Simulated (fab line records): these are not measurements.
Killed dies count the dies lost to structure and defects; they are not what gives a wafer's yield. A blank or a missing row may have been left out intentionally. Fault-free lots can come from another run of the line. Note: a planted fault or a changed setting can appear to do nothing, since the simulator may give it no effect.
The tool behind it: which one? -- flow n5Finfet -- 24 lots with 72 wafers sampled at 5 steps, on a route of 1938 steps

== WHAT EACH GAUGE READ, for each wafer ==
N5_BEOL_M13_CD_MEAS_28 targets a cd of 209.5 nm. Usual: cdNm at 209.3 nm, with a standard deviation of 1.3.
lot,measured,on,cdNm (nm),flag
L075,day 11 22:41,cdSem-02,208.9 209.7 208.0,
L074,day 12 02:11,cdSem-01,207.9 207.8 207.5,
L076,day 12 17:33,cdSem-03,209.6 209.9 209.8,
L077,day 12 18:01,cdSem-03,206.9 208.4 206.8,
L078,day 12 21:34,cdSem-02,210.6 208.5 209.5,
L079,day 12 22:25,cdSem-01,211.7 210.7 210.0,
L080,day 13 07:05,cdSem-03,209.5 209.9 209.0,
L083,day 13 07:13,cdSem-02,210.2 208.9 209.5,
L081,day 14 02:43,cdSem-02,207.8 210.6 206.9,
L084,day 14 13:58,cdSem-03,208.8 210.0 209.9,
L082,day 14 15:41,cdSem-01,209.8 206.5 207.9,
L088,day 14 16:29,cdSem-01,209.2 210.5 210.3,
L085,day 14 23:29,cdSem-02,209.5 209.7 209.7,
L086,day 15 07:41,cdSem-01,208.3 209.4 208.8,
L087,day 15 08:06,cdSem-03,208.8 208.6 210.2,
L089,day 15 17:29,cdSem-01,209.8 211.1 211.9,
L092,day 15 22:08,cdSem-02,209.1 210.7 207.7,
L090,day 16 01:36,cdSem-02,209.0 207.2 209.1,
L091,day 16 05:28,cdSem-03,210.1 209.3 210.4,
L093,day 16 11:11,cdSem-01,208.8 209.6 209.6,
L094,day 16 14:28,cdSem-02,209.8 210.1 209.1,
L095,day 16 20:32,cdSem-01,207.6 210.4 209.3,
L096,day 17 18:28,cdSem-03,208.1 207.9 205.9,
L097,day 17 23:53,cdSem-01,210.6 211.4 208.8,

N5_BEOL_M13_INSPECT_30: inspects for defects (macro). Usual: rawDefectCount at 2.1, with a standard deviation of 1.5.
lot,measured,on,rawDefectCount,flag
L075,day 11 22:45,defectInspect-01,0 0 7,
L074,day 12 02:14,defectInspect-01,1 5 3,
L076,day 12 17:37,defectInspect-01,1 2 4,
L077,day 12 18:04,defectInspect-01,1 3 0,
L078,day 12 21:37,defectInspect-01,3 2 0,
L079,day 12 22:28,defectInspect-01,0 3 5,
L080,day 13 07:09,defectInspect-02,1 2 1,
L083,day 13 07:16,defectInspect-01,2 0 1,
L081,day 14 02:46,defectInspect-01,3 4 4,
L084,day 14 14:01,defectInspect-02,0 3 1,
L082,day 14 15:45,defectInspect-01,1 2 1,
L088,day 14 16:32,defectInspect-02,2 2 3,
L085,day 14 23:32,defectInspect-02,1 3 3,
L086,day 15 07:45,defectInspect-01,2 1 3,
L087,day 15 08:09,defectInspect-02,1 0 1,
L089,day 15 17:32,defectInspect-01,3 2 0,
L092,day 15 22:11,defectInspect-01,1 2 2,
L090,day 16 01:39,defectInspect-01,1 3 2,
L091,day 16 05:31,defectInspect-01,3 2 2,
L093,day 16 11:15,defectInspect-01,2 1 1,
L094,day 16 14:31,defectInspect-02,3 4 1,
L095,day 16 20:36,defectInspect-02,0 5 1,
L096,day 17 18:31,defectInspect-01,1 4 3,
L097,day 17 23:56,defectInspect-02,1 3 1,

N5_BEOL_M13_OCD_MEAS_35. Usual: trenchDepthNm at 417 nm, with a standard deviation of 6.4.
lot,measured,on,trenchDepthNm (nm),flag
L075,day 11 23:22,ocd-02,414 425 417,
L074,day 12 02:51,ocd-01,422 412 423,
L076,day 12 18:13,ocd-01,427 421 411,
L077,day 12 18:46,ocd-01,412 423 426,
L078,day 12 22:14,ocd-01,406 421 408,
L079,day 12 23:04,ocd-02,417 417 421,
L080,day 13 07:46,ocd-01,417 417 401,
L083,day 13 07:53,ocd-02,424 424 412,
L081,day 14 03:22,ocd-01,426 413 421,
L084,day 14 14:38,ocd-01,419 414 416,
L082,day 14 16:22,ocd-01,421 415 411,
L088,day 14 17:10,ocd-02,423 415 422,
L085,day 15 00:08,ocd-02,413 399 418,
L086,day 15 08:22,ocd-02,425 417 405,
L087,day 15 08:55,ocd-02,417 411 410,
L089,day 15 18:33,ocd-02,422 402 423,
L092,day 15 22:48,ocd-01,424 422 406,
L090,day 16 02:30,ocd-01,423 416 406,
L091,day 16 06:07,ocd-02,409 428 419,
L093,day 16 11:52,ocd-02,423 419 424,
L094,day 16 15:07,ocd-01,426 425 420,
L095,day 16 21:13,ocd-01,405 420 420,
L096,day 17 19:08,ocd-01,422 416 422,
L097,day 18 00:34,ocd-01,413 410 410,

== WHICH TOOL RAN EACH LOT (tool, then ch and the chambers of the sampled wafers, then the start) ==
lot,N5_BEOL_M12_PRE_CLEAN_42,N5_BEOL_M12_SPUTTER_44
L075,"pvdSputter-03, day 11 20:01","pvdSputter-03, day 11 20:08"
L074,"pvdSputter-03, day 11 23:22","pvdSputter-03, day 11 23:29"
L076,"pvdSputter-01, day 12 13:48","pvdSputter-01, day 12 13:55"
L077,"pvdSputter-03, day 12 14:38","pvdSputter-03, day 12 14:46"
L078,"pvdSputter-01, day 12 18:22","pvdSputter-01, day 12 18:29"
L079,"pvdSputter-03, day 12 19:45","pvdSputter-03, day 12 19:52"
L080,"pvdSputter-01, day 13 02:22","pvdSputter-01, day 13 02:29"
L083,"pvdSputter-02, day 13 02:22","pvdSputter-02, day 13 02:29"
L081,"pvdSputter-03, day 13 23:56","pvdSputter-03, day 14 00:03"
L084,"pvdSputter-03, day 14 10:40","pvdSputter-03, day 14 10:47"
L082,"pvdSputter-03, day 14 13:01","pvdSputter-03, day 14 13:08"
L088,"pvdSputter-02, day 14 13:13","pvdSputter-02, day 14 13:20"
L085,"pvdSputter-01, day 14 20:12","pvdSputter-01, day 14 20:19"
L086,"pvdSputter-01, day 15 04:48","pvdSputter-01, day 15 04:55"
L087,"pvdSputter-01, day 15 05:14","pvdSputter-01, day 15 05:22"
L089,"pvdSputter-02, day 15 14:35","pvdSputter-02, day 15 14:42"
L092,"pvdSputter-03, day 15 19:22","pvdSputter-03, day 15 19:29"
L090,"pvdSputter-03, day 15 22:50","pvdSputter-03, day 15 22:57"
L091,"pvdSputter-02, day 16 02:49","pvdSputter-02, day 16 02:56"
L093,"pvdSputter-01, day 16 08:16","pvdSputter-01, day 16 08:23"
L094,"pvdSputter-01, day 16 11:44","pvdSputter-01, day 16 11:52"
L095,"pvdSputter-03, day 16 17:38","pvdSputter-03, day 16 17:45"
L096,"pvdSputter-02, day 17 15:50","pvdSputter-02, day 17 15:57"
L097,"pvdSputter-03, day 17 20:59","pvdSputter-03, day 17 21:07"
- N5_BEOL_M12_PRE_CLEAN_42: time 30 s.
- N5_BEOL_M12_SPUTTER_44: material Ta, target thk 10 nm, time 16.13 s.

== AS READ BY THE TOOLS THEMSELVES (means over the sampled wafers that have a number; for cases with no such wafer, the mark the record gives instead) ==
N5_BEOL_M12_PRE_CLEAN_42. Usual: heaterPowerW at 327 W, with a standard deviation of 26.
lot,tool,heaterPowerW (W),flag
L075,pvdSputter-03,336,
L074,pvdSputter-03,329,
L076,pvdSputter-01,325,
L077,pvdSputter-03,327,
L078,pvdSputter-01,322,
L079,pvdSputter-03,351,
L080,pvdSputter-01,320,
L083,pvdSputter-02,325,
L081,pvdSputter-03,338,
L084,pvdSputter-03,336,
L082,pvdSputter-03,332,
L088,pvdSputter-02,300,
L085,pvdSputter-01,309,
L086,pvdSputter-01,333,
L087,pvdSputter-01,337,
L089,pvdSputter-02,332,
L092,pvdSputter-03,326,
L090,pvdSputter-03,335,
L091,pvdSputter-02,326,
L093,pvdSputter-01,331,
L094,pvdSputter-01,328,
L095,pvdSputter-03,345,
L096,pvdSputter-02,322,
L097,pvdSputter-03,340,

N5_BEOL_M12_SPUTTER_44. Usual: throttleValvePct at 29.9 %, with a standard deviation of 0.98.
lot,tool,throttleValvePct (%),flag
L075,pvdSputter-03,29.8,
L074,pvdSputter-03,30.1,
L076,pvdSputter-01,30.4,
L077,pvdSputter-03,29.8,
L078,pvdSputter-01,30.4,
L079,pvdSputter-03,28.8,
L080,pvdSputter-01,30.1,
L083,pvdSputter-02,30.0,
L081,pvdSputter-03,29.1,
L084,pvdSputter-03,30.1,
L082,pvdSputter-03,29.6,
L088,pvdSputter-02,30.0,
L085,pvdSputter-01,29.9,
L086,pvdSputter-01,30.7,
L087,pvdSputter-01,30.9,
L089,pvdSputter-02,30.1,
L092,pvdSputter-03,28.6,
L090,pvdSputter-03,30.2,
L091,pvdSputter-02,30.0,
L093,pvdSputter-01,30.6,
L094,pvdSputter-01,30.4,
L095,pvdSputter-03,29.0,
L096,pvdSputter-02,29.8,
L097,pvdSputter-03,29.6,

== THE ANSWER, worked out from the rows above alone ==
Rule: take the mean of a lot's wafers that have a number; if it is more than 3 standard deviations from the usual mean, the lot is off. A lot without any number at a reading at which 4 lots or more have one is off too. The other lots that the step has rows for count as sound. The gauges are gone through in route order, then the tools' own readings, and for those a lot's mean is taken as printed above. The first step at which some lot is off is used, and at that step the reading that is off furthest; a lot without a number counts as furthest.
Nothing can be told from this: no lot is off at any reading shown.

== WHAT THE SIMULATOR PUT IN ==
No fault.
